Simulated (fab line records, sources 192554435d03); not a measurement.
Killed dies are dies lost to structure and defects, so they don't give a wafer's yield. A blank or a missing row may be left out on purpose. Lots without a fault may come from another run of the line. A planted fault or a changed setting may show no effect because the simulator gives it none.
Split-lot experiment | flow n5_finfet | 7 lots, 21 wafers read, on a route of 1938 steps

THE SPLIT
At N5_HKMG_FIN_HK_ALD_01 (deposits HfO2, target thk 1.6 nm, pulse time 3 s, purge time 3 s), the setting ald_cycles was moved away from the recipe's 30 on 7 of the 21 wafers read, by -13.3% to +10.0%. The other wafers ran this setting at the recipe's value.

FROM THE SPLIT TO THE READING: what the file shows between them, 8 steps
- N5_HKMG_FIN_COAT_43: resist thk 90 nm (also split here: spin_rpm)
- N5_HKMG_FIN_EBR_45
- N5_HKMG_FIN_SOFTBAKE_44: time 60 s
- N5_HKMG_FIN_DESCUM_53: chemistry O2, time 7.9 s
- N5_HKMG_FIN_ETCH_54: etches SiARC in CF4, target depth 45.5 nm, time 75.8 s
- N5_HKMG_FIN_ETCH_55: etches SOC in N2/H2, target depth 240 nm, time 300 s
- N5_HKMG_FIN_WET_ETCH_82: etches La2O3 in dHCl, stops on HfO2, target depth 2 nm, rinse time 30 s
- N5_HKMG_FIN_ALD_36: deposits TiN, target thk 1 nm, pulse time 1 s, purge time 3 s

THE READING
HK_THK, in nm, at N5_HKMG_FIN_THK_MEAS_70 (measures by xrf). Fault-free wafers of this fab line usually give 1.621 nm, standard deviation 0.018 nm.

wafer  | tool, chamber at the split | ald_cycles as run | against the recipe | HK_THK, nm | against lot-mates on the recipe
L074.2 | ald_hk-03, 1,0             | 30                | recipe             | 1.598      | -
L074.3 | ald_hk-03, 3               | 33                | +10.0%             | 1.760      | +0.167
L074.4 | ald_hk-03, 1,0             | 30                | recipe             | 1.588      | -
L076.1 | ald_hk-01, 3               | 30                | recipe             | 1.590      | -
L076.3 | ald_hk-01, 2,3             | 27                | -10.0%             | 1.465      | -0.125
L076.6 | ald_hk-01, 2,3             | 27                | -10.0%             | 1.450      | -0.140
L082.1 | ald_hk-01, 0,3,3           | 30                | recipe             | 1.647      | -
L082.4 | ald_hk-01, 0,3,3           | 30                | recipe             | 1.619      | -
L082.5 | ald_hk-01, 0,3,3           | 30                | recipe             | 1.622      | -
L086.2 | ald_hk-03, 1               | 30                | recipe             | 1.621      | -
L086.5 | ald_hk-03, 2,3             | 26                | -13.3%             | 1.407      | -0.214
L086.6 | ald_hk-03, 2,3             | 26                | -13.3%             | 1.400      | -0.221
L094.2 | ald_hk-01, 0,1             | 30                | recipe             | 1.608      | -
L094.3 | ald_hk-01, 2               | 33                | +10.0%             | 1.789      | +0.165
L094.4 | ald_hk-01, 0,1             | 30                | recipe             | 1.640      | -
L095.2 | ald_hk-03, 2,0,3           | 30                | recipe             | 1.608      | -
L095.4 | ald_hk-03, 2,0,3           | 30                | recipe             | 1.613      | -
L095.5 | ald_hk-03, 2,0,3           | 30                | recipe             | 1.617      | -
L097.1 | ald_hk-02, 3,2             | 30                | recipe             | 1.653      | -
L097.3 | ald_hk-02, 1               | 32                | +6.7%              | 1.749      | +0.119
L097.6 | ald_hk-02, 3,2             | 30                | recipe             | 1.608      | -
Where a row lists several chambers, the file gives one row for several wafers and doesn't say which wafer went through which chamber.

THE FIT
A straight line over all 21 wafers: HK_THK changes by +0.0162 nm for each +1% of ald_cycles; r = +0.99; the points scatter about the line by 0.018 nm.
The same after taking each lot's own level away (the mean of its wafers on the recipe; 21 wafers): +0.0158 nm for each +1%; r = +0.99; scatter 0.014 nm.
On that fit, the largest move of ald_cycles shifts the reading by 0.21 nm.
The lots' own levels span 1.5900 to 1.6305 nm, that is 2.2 times the standard deviation above.
So the lot-to-lot level changes the slope little: the two slopes agree.
Check: with one of the wafers moved furthest among these (-13.3%) left out of the fit, the line predicts -0.205 nm for it against its lot-mates. It came out at -0.214 nm against them.

OTHER SPLITS ON THESE WAFERS
These wafers also went through other splits before the reading. Each is held against what the fit with the lots' levels taken away leaves over:
other split on the same wafers | wafers away from the commonest value | r with HK_THK (lot level and that fit taken away)
N5_HKMG_FIN_COAT_43 spin_rpm   | 6                                    | +0.23

THE FILE'S OWN FIT
HK_THK changes by +0.016 nm for each +1% of ald_cycles, r = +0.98.
